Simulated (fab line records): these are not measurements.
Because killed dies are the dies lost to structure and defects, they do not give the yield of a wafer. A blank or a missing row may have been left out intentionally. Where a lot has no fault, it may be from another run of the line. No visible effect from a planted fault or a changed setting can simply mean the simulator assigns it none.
Code-filled problem report in 8D (eight disciplines) form || flow n5_finfet || the parts of the form that need people (team, actions taken, sign-off) are left out

## 1. WHAT WENT WRONG
IOFF_P at N5_BEOL_M4_RC_MEAS_101 reads a mean of 10.86 nA/um on 1 wafer of 1 lot; wafers without a fault read 0.21 nA/um with a standard deviation of 0.036. That is +99 or more standard deviations from the usual mean.
First seen on wafer L638.1, day 11 13:14, on prober-01. The record has a number at this step for 9 wafers belonging to 3 lots. Rule for "out", or "out of limits": more than 4 standard deviations from the usual mean. The other wafers with a number count as sound.

## 2. WHAT IT IS, AND WHAT IT ISN'T
{"question": "which readings at this step", "is": "IOFF_P, CJ_P, DIBL_P, IOFF_P_85C, IOFF_P_LIN, ION_P, SS_P, VT_P, VT_P_LVT", "is not": "DIBL_N, IOFF_N, ION_N, SS_N, VT_N"}
{"question": "which lots", "is": "L638", "is not": "L630, L633"}
{"question": "which wafers of those lots", "is": "L638.1", "is not": "L638.3, L638.6"}
{"question": "read on which gauges", "is": "prober-01", "is not": "prober-02"}
{"question": "when", "is": "from day 11 13:14", "is not": "up to then (8 sound wafers)"}

## 3. THE SUSPECTS, EACH WITH WHAT RULES IT OUT
Counting: a tool at a process step up to the reading stays a suspect if it ran every lot that is out. Sound lots after the first of them don't rule it out here, since some wafers of a struck lot are sound.
- ruled out: the gauge at N5_BEOL_M4_RC_MEAS_101. All the wafers that are out were read on prober-01, but those of them that N5_PASSIVATION_PROBE_49 has rows for are out there too, on other tools.
- rie_si-02 at N5_SD_EPI_P_SD_RECESS_17 (chemistry HBr/Cl2/O2, target depth 39.1 nm, bt time 3 s): kept. The lot that is out, L638, ran on it at day 7 00:17; the last sound lot it ran before that was L633, at day 5 21:43.
- The sound lot-mates ran in chamber 0 of rie_si-02 at N5_SD_EPI_P_SD_RECESS_17, but the wafers that are out ran in chamber 1.
Left after counting: rie_si-02 at N5_SD_EPI_P_SD_RECESS_17.

## 4. THE CAUSE (what the simulator had put in)
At N5_SD_EPI_P_SD_RECESS_17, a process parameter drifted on rie_si-02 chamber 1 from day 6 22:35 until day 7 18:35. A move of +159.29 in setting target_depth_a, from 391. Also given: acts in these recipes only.
Only this tool survived the counting.

## 5. THE CHAIN OF EFFECTS, in route order
Rows list readings where the struck wafers' mean (over those with a number) sits beyond 3 standard deviations from the usual. Readings are gone through only where the record gives a usual standard deviation; hours: the median, over the lots, of the time from a lot's start at the first step in this table giving one to that lot's start at this step; sigmas: the change measured in usual standard deviations.
{"hours": 0, "step": "N5_BEOL_M4_RC_MEAS_101", "reading": "CJ_P", "usual": 5.74, "on struck wafers": 4.72, "change": -1.02, "sigmas": -6.4}
{"hours": 0, "step": "N5_BEOL_M4_RC_MEAS_101", "reading": "DIBL_P", "usual": "36.0 mV/V", "on struck wafers": 82.4, "change": "+46.4", "sigmas": "+24"}
{"hours": 0, "step": "N5_BEOL_M4_RC_MEAS_101", "reading": "IOFF_P", "usual": "0.21 nA/um", "on struck wafers": 10.86, "change": "+10.65", "sigmas": "+99 or more"}
{"hours": 0, "step": "N5_BEOL_M4_RC_MEAS_101", "reading": "IOFF_P_85C", "usual": "3.6 nA/um", "on struck wafers": 99.0, "change": "+95.4", "sigmas": "+99 or more"}
{"hours": 0, "step": "N5_BEOL_M4_RC_MEAS_101", "reading": "IOFF_P_LIN", "usual": "0.098 nA/um", "on struck wafers": 0.395, "change": "+0.297", "sigmas": "+21"}
{"hours": 0, "step": "N5_BEOL_M4_RC_MEAS_101", "reading": "ION_P", "usual": "463 uA/um", "on struck wafers": 514, "change": "+51", "sigmas": "+6.5"}
{"hours": 0, "step": "N5_BEOL_M4_RC_MEAS_101", "reading": "SS_P", "usual": "73.2 mV/dec", "on struck wafers": 111.6, "change": "+38.4", "sigmas": "+61"}
{"hours": 0, "step": "N5_BEOL_M4_RC_MEAS_101", "reading": "VT_P", "usual": "-251 mV", "on struck wafers": -235, "change": "+16", "sigmas": "+4.7"}
{"hours": 0, "step": "N5_BEOL_M4_RC_MEAS_101", "reading": "VT_P_LVT", "usual": "-98.8 mV", "on struck wafers": -83.8, "change": "+15.0", "sigmas": "+5.6"}
{"hours": 113, "step": "N5_PASSIVATION_PROBE_49", "reading": "sort_bin_4_leakage", "usual": "0.00 %", "on struck wafers": 89.75, "change": "+89.75", "sigmas": "+99 or more"}
{"hours": 113, "step": "N5_PASSIVATION_PROBE_49", "reading": "sort_n_pass", "usual": 1080, "on struck wafers": 0, "change": -1080, "sigmas": -60}
{"hours": 113, "step": "N5_PASSIVATION_PROBE_49", "reading": "sort_yield_pct", "usual": "91.5 %", "on struck wafers": 0.0, "change": -91.5, "sigmas": -61}
It contains these process steps:
- N5_PASSIVATION_PROBE_49

## 6. HOW IT WOULD HAVE BEEN CAUGHT EARLIER
Counted from the fault's start at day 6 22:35, it took 111 hours until the first out-of-limits reading at a measuring or inspecting step in this record, taken at day 11 13:14.
No tool reading at N5_SD_EPI_P_SD_RECESS_17 that has a usual standard deviation in the record was out on any struck wafer, so an alarm limit of 4 standard deviations on those readings would not have fired.
By day 11 13:14 the whole set of lots that are out, 1 in number, had already begun N5_SD_EPI_P_SD_RECESS_17 on rie_si-02. Tool hold at that time: it would have spared none of them.
